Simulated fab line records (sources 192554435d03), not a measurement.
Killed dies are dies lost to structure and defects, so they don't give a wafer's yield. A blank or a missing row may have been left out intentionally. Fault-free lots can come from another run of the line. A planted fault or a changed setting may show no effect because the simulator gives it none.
Which of the tools did it? | flow n5-finfet | 36 wafers from 12 lots sampled at 2 of the route's 1938 steps

WHAT THE GAUGES READ, wafer by wafer
N5_BEOL_M3_CD_MEAS_35: target cd 18 nm, target cd y 21 nm.
lot  | measured     | on        | cd-nm (nm)
L075 | day 8 15:12  | cd-sem-03 | 18.4 17.5 17.2
L077 | day 9 17:34  | cd-sem-03 | 17.8 18.4 17.4
L080 | day 10 10:24 | cd-sem-02 | 18.3 17.9 18.1
L082 | day 10 22:34 | cd-sem-02 | 18.2 18.1 18.6
L084 | day 11 15:56 | cd-sem-03 | 18.7 18.3 17.4
L087 | day 12 17:05 | cd-sem-02 | 17.8 18.5 18.6
L089 | day 13 07:42 | cd-sem-03 | 18.2 17.7 17.4
L090 | day 13 11:40 | cd-sem-03 | 18.1 18.4 18.1
L091 | day 14 03:35 | cd-sem-02 | 18.1 18.0 18.2
L093 | day 14 14:36 | cd-sem-02 | 18.2 17.8 17.4
L095 | day 14 17:50 | cd-sem-01 | 17.2 17.7 17.8
L097 | day 14 21:11 | cd-sem-02 | 17.9 17.9 17.5

WHICH TOOL RAN EACH LOT (tool, then ch and the chambers of the sampled wafers, then the start)
lot  | N5_BEOL_M3_TRENCH_ETCH_37
L075 | rie-diel-02 ch 2,3, day 8 15:12 or earlier
L077 | rie-diel-04 ch 2,3, day 9 17:34 or earlier
L080 | rie-diel-06 ch 0,1,3, day 10 10:24 or earlier
L082 | rie-diel-06 ch 0,1,3, day 10 22:34 or earlier
L084 | rie-diel-04 ch 0,2,3, day 11 15:56 or earlier
L087 | rie-diel-06 ch 1,3, day 12 17:05 or earlier
L089 | rie-diel-06 ch 0,1, day 13 07:42 or earlier
L090 | rie-diel-04 ch 1,2, day 13 11:40 or earlier
L091 | rie-diel-06 ch 0,1,3, day 14 03:35 or earlier
L093 | rie-diel-04 ch 0,1,2, day 14 14:36 or earlier
L095 | rie-diel-06 ch 0,1,3, day 14 17:50 or earlier
L097 | rie-diel-06 ch 0,1, day 14 21:11 or earlier
- N5_BEOL_M3_TRENCH_ETCH_37: etches SiOC in C4F6/O2, target depth 55.555 nm, time 29.2 s.

THE ANSWER, worked out from the rows above alone
Rule: usual is defined by the lots themselves. The widest of any qualifying gaps counts: lots, ordered by their means at a reading, are off when they make up no more than a third of the lots, leave a main group of 4 or more, and stand apart from it by 3 or more times the standard deviation of that group's means. If all means in a main group match to the digits the tables above print for the reading, that group is not used. A lot without any number at a reading at which 4 lots or more have one is off too. Any other lot the step has rows for is counted as sound.
Nothing can be told from this: no lot is off at any reading shown.

WHAT HAD BEEN PUT IN BY THE SIMULATOR
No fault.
